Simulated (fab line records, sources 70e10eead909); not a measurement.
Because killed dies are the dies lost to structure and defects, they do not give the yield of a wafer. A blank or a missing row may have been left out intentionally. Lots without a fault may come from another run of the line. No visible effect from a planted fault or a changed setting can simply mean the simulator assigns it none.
Which tool is to blame? / flow nand_harc / 11 lots, 33 wafers sampled, at 3 steps of a route of 1159

WHAT THE GAUGES SHOWED, per wafer
NHARC_A_ONON_D1_THK_MEAS_18: measures by ellipsometry.
lot=L948; measured=day 8 02:47; on=film_metro-02; thk_nm (nm)=997 997 997
lot=L947; measured=day 8 02:48; on=film_metro-01; thk_nm (nm)=999 1000 998
lot=L949; measured=day 8 15:38; on=film_metro-02; thk_nm (nm)=1022 1021 1021
lot=L950; measured=day 8 15:37; on=film_metro-01; thk_nm (nm)=1015 1015 1016
lot=L951; measured=day 8 15:38; on=film_metro-01; thk_nm (nm)=987 990 987
lot=L952; measured=day 9 01:23; on=film_metro-01; thk_nm (nm)=990 992 993
lot=L960; measured=day 11 03:50; on=film_metro-01; thk_nm (nm)=1004 1004 1682
lot=L959; measured=day 11 04:13; on=film_metro-01; thk_nm (nm)=1000 1000 1678
lot=L963; measured=day 12 00:29; on=film_metro-02; thk_nm (nm)=996 997 996
lot=L966; measured=day 12 21:37; on=film_metro-02; thk_nm (nm)=1003 1004 1004
lot=L969; measured=day 13 06:29; on=film_metro-02; thk_nm (nm)=998 998 997

WHICH TOOL RAN EACH LOT (tool, then ch and the chambers of the sampled wafers, then the start)
lot=L948; NHARC_P_BONDPAD_PVD_17=pvd_sputter-02, day 8 02:17 or earlier; NHARC_A_ONON_D1_DEP_16=pecvd_onon-04 ch 0, day 8 02:17
lot=L947; NHARC_P_BONDPAD_PVD_17=pvd_sputter-02, day 8 02:17 or earlier; NHARC_A_ONON_D1_DEP_16=pecvd_onon-02 ch 0, day 8 02:17
lot=L949; NHARC_P_BONDPAD_PVD_17=pvd_sputter-01, day 8 15:07 or earlier; NHARC_A_ONON_D1_DEP_16=pecvd_onon-02 ch 0, day 8 15:07
lot=L950; NHARC_P_BONDPAD_PVD_17=pvd_sputter-02, day 8 15:06 or earlier; NHARC_A_ONON_D1_DEP_16=pecvd_onon-03 ch 0, day 8 15:06
lot=L951; NHARC_P_BONDPAD_PVD_17=pvd_sputter-01, day 8 15:06 or earlier; NHARC_A_ONON_D1_DEP_16=pecvd_onon-04 ch 0, day 8 15:06
lot=L952; NHARC_P_BONDPAD_PVD_17=pvd_sputter-03, day 9 00:56 or earlier; NHARC_A_ONON_D1_DEP_16=pecvd_onon-04 ch 0, day 9 00:56
lot=L960; NHARC_P_BONDPAD_PVD_17=pvd_sputter-02, day 11 03:20 or earlier; NHARC_A_ONON_D1_DEP_16=pecvd_onon-03 ch 0, day 11 03:20
lot=L959; NHARC_P_BONDPAD_PVD_17=pvd_sputter-03, day 11 03:41 or earlier; NHARC_A_ONON_D1_DEP_16=pecvd_onon-03 ch 0, day 11 03:41
lot=L963; NHARC_P_BONDPAD_PVD_17=pvd_sputter-02, day 11 23:59 or earlier; NHARC_A_ONON_D1_DEP_16=pecvd_onon-04 ch 0, day 11 23:59
lot=L966; NHARC_P_BONDPAD_PVD_17=pvd_sputter-03, day 12 21:11 or earlier; NHARC_A_ONON_D1_DEP_16=pecvd_onon-02 ch 0, day 12 21:11
lot=L969; NHARC_P_BONDPAD_PVD_17=pvd_sputter-02, day 13 05:58 or earlier; NHARC_A_ONON_D1_DEP_16=pecvd_onon-04 ch 0, day 13 05:58
- NHARC_P_BONDPAD_PVD_17: deposits TaN, target thk 5 nm, time 8.06 s.
- NHARC_A_ONON_D1_DEP_16: target thk 1000 nm.

THE ANSWER, worked out from the rows above alone
Rule: the usual values come from the lots themselves. The widest of any qualifying gaps counts: lots, ordered by their means at a reading, are off when they make up no more than a third of the lots, leave a main group of 4 or more, and stand apart from it by 3 or more times the standard deviation of that group's means. The tables above print the reading to a certain number of digits; a main group whose means all agree to those digits is not used. Also off: a lot with no number at a reading for which 4 or more lots have one. Any other lot the step has rows for is counted as sound.
Off, at NHARC_A_ONON_D1_THK_MEAS_18 on thk_nm: L960, L959. Mean 1001 nm and standard deviation 10 in the main group.
A tool fits if, at a process step before that reading, it ran every lot that is off, and no sound lot after the first of them. Gauges at NHARC_A_ONON_D1_THK_MEAS_18: tried the same way as those tools. NHARC_P_BONDPAD_PVD_17: start missing for some lots; hours and lot order therefore follow NHARC_A_ONON_D1_DEP_16. Undecided on this evidence; 2 tools fit (pecvd_onon-03 at NHARC_A_ONON_D1_DEP_16, film_metro-01 at NHARC_A_ONON_D1_THK_MEAS_18).

WHAT WAS PUT IN BY THE SIMULATOR
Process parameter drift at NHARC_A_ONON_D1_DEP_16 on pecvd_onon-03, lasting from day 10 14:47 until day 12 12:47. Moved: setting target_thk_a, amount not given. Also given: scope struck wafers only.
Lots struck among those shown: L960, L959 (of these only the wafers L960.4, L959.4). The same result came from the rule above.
